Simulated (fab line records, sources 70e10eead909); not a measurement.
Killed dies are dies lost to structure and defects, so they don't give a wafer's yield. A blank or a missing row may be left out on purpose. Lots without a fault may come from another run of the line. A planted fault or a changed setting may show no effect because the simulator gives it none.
Chamber matching | flow nand_harc | NHARC_P_CONTACT_DEP_30 on pecvd-04: 3 sister chambers
The step deposits SiNx, target thk 30 nm. 3 wafers are shown with their chamber, then 7 later ones without.

WAFERS WITH THEIR CHAMBER
wafer  | chamber | heater_power_w (W)
L200.3 | 1       | 698
L202.2 | 0       | 699
L202.4 | 2       | 1055

WAFERS WITHOUT THEIR CHAMBER
wafer  | heater_power_w (W)
L202.5 | 733
L203.1 | 767
L203.4 | 768
L203.5 | 941
L204.1 | 935
L204.3 | 737
L204.5 | 747

WHICH CHAMBER EACH WENT THROUGH
wafer  | from the rows above          | in truth
L202.5 | can't be placed: 0 or 1      | 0
L203.1 | can't be placed: 0 or 1      | 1
L203.4 | can't be placed: 0 or 1      | 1
L203.5 | can't be placed: 2 or 0 or 1 | 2
L204.1 | can't be placed: 2 or 0 or 1 | 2
L204.3 | can't be placed: 0 or 1      | 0
L204.5 | can't be placed: 0 or 1      | 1
Placed correctly: 0 of 7. Can't be placed from these rows: 7 (the true chamber is among the candidates in 7). Placed wrongly: 0.
How it was worked out, from the rows above alone: a wafer's distance from a chamber is the root of the sum, over the readings, of the square of ((its reading less the chamber's mean) divided by the reading's scatter). The wafer belongs to the nearest chamber; if the next one is less than 2 further off, it can't be placed. A chamber's mean is the mean of its shown wafers. The scatter: with one shown wafer a chamber, the root of the mean of the squares of how far each hidden wafer lies from its nearest shown one.
